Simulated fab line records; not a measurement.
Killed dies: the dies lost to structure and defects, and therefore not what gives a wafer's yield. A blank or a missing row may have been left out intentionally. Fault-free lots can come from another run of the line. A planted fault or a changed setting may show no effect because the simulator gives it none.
A lot that was struck, set against a sound lot || flow nand harc || 12 steps out of a route of 1159
Sound: these wafers, L184.3, L184.4, L184.5. Struck: wafer L195.3 (L195.4, L195.6, from the same lot, were not struck and are left out); the cause is given at the end.
Order at every step that has rows: each side's tool, ch and its chambers, its first start. Under that, the readings that differ: sound wafers || struck wafers || difference of the means || sigmas: that difference in standard deviations of wafers without a fault.
alike: same words and numbers on both sides, and readings whose means sit less than 2 such deviations apart. not compared: any withheld reading, any reading some wafer has no value for, any bound like >300 that may hide the same value, and any number with overlapping values for which the record gives no deviation.
The two part at a step that has a row with sigmas, a row that says differs or no value, or rows on one side only. Numbers that don't overlap but have no deviation are shown without sigmas and don't part them. A reading missing from all wafers of one side parts the sides only when that side holds two or more wafers.

first, 1 step without rows for these wafers: NHARC_A_WL_FILL_CVD_23 (deposits poly-Si, target thk 40 nm, time 800 s).
NHARC_A_WL_FILL_ETCHBACK_26: etches the open film in HBr, target depth 52 nm, time 13.3 s.
  sound on rie si-03 ch 0,2, day 16 00:44; struck on rie si-03 ch 1, day 18 12:35
  alike: drypump motor current A, oes product au, throttle valve pct
  not compared: rf hours counter h
then, 2 steps without rows for these wafers: NHARC_A_WL_FILL_PRECLEAN_30 (cleans in dHF, time 10 s); NHARC_A_WL_FILL_SRD_14.
NHARC_A_WL_FILL_ALD_19: deposits TiN, target thk 2 nm, pulse time 3 s, ald cycles 100.
  sound on ald metal-01 ch 2,3, day 16 01:02; struck on ald metal-01 ch 2, day 18 12:52
  alike: heater power w, precursor pulse height rel
NHARC_A_WL_FILL_CVD_20: deposits W, target thk 75 nm, time 5064 s.
  sound on cvd w-02 ch 0,1; struck on cvd w-01 ch 0
  alike: heater power w, mfc h2 sccm, throttle valve pct
NHARC_A_WL_FILL_CMP_12: polishes, t overpolish 30 s, target thk 75 nm.
  sound on cmp-01 ch 1,2, day 16 06:15; struck on cmp-01 ch 3, day 18 20:30
  alike: motor current A, overpolish run s, slurry flow ml min, time to endpoint s
next, for these wafers, 1 step has no rows: NHARC_A_WL_FILL_SRD_31.
NHARC_A_WL_FILL_INSPECT_15:
  sound on defect inspect-01 at day 16 06:44; struck on defect inspect-01 at day 18 20:56
  alike: raw defect count
NHARC_A_CONTACT_DEP_24: deposits SiO2, target thk 500 nm.
  sound on pecvd-04 ch 0,2, day 16 06:52; struck on pecvd-02 ch 2, day 18 21:00
{"reading": "mfc precursor sccm (sccm)", "sound": "161.0 162.1 161.3", "struck": 239.9, "difference": "+78.4", "sigmas": "+99 or more"}
{"reading": "throttle valve pct (%)", "sound": "15.7 16.0 15.5", "struck": 17.4, "difference": "+1.7", "sigmas": "+3"}
  alike: heater power w
NHARC_A_CONTACT_DEP_28: deposits aC, target thk 3600 nm.
  sound on acl dep-01 ch 0, day 16 08:08; struck on acl dep-01 ch 0, day 19 00:14
{"reading": "hold", "sound": "- - -", "struck": "await dispo/1.7h/release", "difference": "no value on the sound wafers", "sigmas": ""}
  alike: throttle valve pct
-- record jumps: 3 days between struck wafers' starts before vs after; left off in module A_CONTACT, resumes in module END, first step shown is number 1159 of the route --
NHARC_END_SORT_01:
  sound on prober-02 ch 0, day 19 23:33; struck on prober-01 ch 0, day 22 00:21
  alike: killed at array, killed at other, killed at periphery, killed dies, killed open, killed short

## WHERE THEY PART
At NHARC_A_CONTACT_DEP_24 first; at NHARC_A_CONTACT_DEP_28 last (within this record only). Later steps at which nothing parts them and some readings are alike: NHARC_END_SORT_01.

WHY: what had been put in by the simulator
pecvd-02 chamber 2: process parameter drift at NHARC_A_CONTACT_DEP_24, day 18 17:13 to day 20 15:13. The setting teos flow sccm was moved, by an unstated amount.
